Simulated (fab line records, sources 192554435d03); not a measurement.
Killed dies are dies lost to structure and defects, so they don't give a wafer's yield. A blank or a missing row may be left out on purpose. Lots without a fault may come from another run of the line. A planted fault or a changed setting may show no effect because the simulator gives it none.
Chamber matching | flow n5_finfet | N5_FIN_CUT_ETCH_30 on rie_diel-04: 4 sister chambers
The step etches underlayer in N2/H2, target depth 13 nm, time 10.4 s. 14 wafers are shown with their chamber, then 7 later ones without.

WAFERS WITH THEIR CHAMBER
wafer  | chamber | showerhead_plenum_p_Torr (Torr) | drypump_motor_current_A (A) | throttle_valve_pct (%)
L074.4 | 3       | 2.42                            | 5.9                         | 17.74
L074.5 | 2       | 2.64                            | 4.9                         | 17.65
L074.6 | 3       | 2.42                            | 5.9                         | 17.74
L076.2 | 1       | 2.67                            | 6.2                         | 17.66
L076.3 | 3       | 2.41                            | 5.9                         | 17.75
L076.4 | 0       | 2.68                            | 5.3                         | 17.79
L080.1 | 1       | 2.66                            | 6.3                         | 17.68
L080.2 | 3       | 2.41                            | 5.9                         | 17.78
L080.5 | 0       | 2.68                            | 5.4                         | 17.82
L086.1 | 3       | 2.41                            | 5.9                         | 17.79
L086.2 | 1       | 2.66                            | 6.2                         | 17.70
L086.6 | 1       | 2.66                            | 6.3                         | 17.68
L090.1 | 0       | 2.67                            | 5.3                         | 17.82
L090.4 | 1       | 2.66                            | 6.2                         | 17.72

SIGNATURES (means of the wafers above)
reading                  | chamber 0 | chamber 1 | chamber 2 | chamber 3 | scatter within a chamber
showerhead_plenum_p_Torr | 2.6767    | 2.6620    | 2.6400    | 2.4140    | 0.00516
drypump_motor_current_A  | 5.333     | 6.240     | 4.900     | 5.900     | 0.0432
throttle_valve_pct       | 17.8100   | 17.6880   | 17.6500   | 17.7600   | 0.0221
Rule: a wafer's distance from a chamber is the root of the sum, over the readings, of the square of ((its reading less the chamber's mean) divided by the reading's scatter). The wafer belongs to the nearest chamber; if the next one is less than 2 further off, it can't be placed. The scatter: the root of (the sum of the squares of (reading less its chamber's mean) over the shown wafers, divided by (wafers less chambers)).

WAFERS WITHOUT THEIR CHAMBER
wafer  | showerhead_plenum_p_Torr (Torr) | drypump_motor_current_A (A) | throttle_valve_pct (%)
L090.5 | 2.67                            | 5.3                         | 17.86
L091.2 | 2.40                            | 5.9                         | 17.80
L091.3 | 2.67                            | 5.3                         | 17.86
L091.5 | 2.67                            | 5.3                         | 17.86
L097.3 | 2.40                            | 5.9                         | 17.81
L097.4 | 2.65                            | 6.3                         | 17.75
L097.6 | 2.62                            | 4.9                         | 17.72

WHICH CHAMBER EACH WENT THROUGH
wafer  | from the rows above | in truth
L090.5 | 0                   | 0
L091.2 | 3                   | 3
L091.3 | 0                   | 0
L091.5 | 0                   | 0
L097.3 | 3                   | 3
L097.4 | 1                   | 1
L097.6 | 2                   | 2
Placed correctly: 7 of 7. Can't be placed from these rows: 0. Placed wrongly: 0.
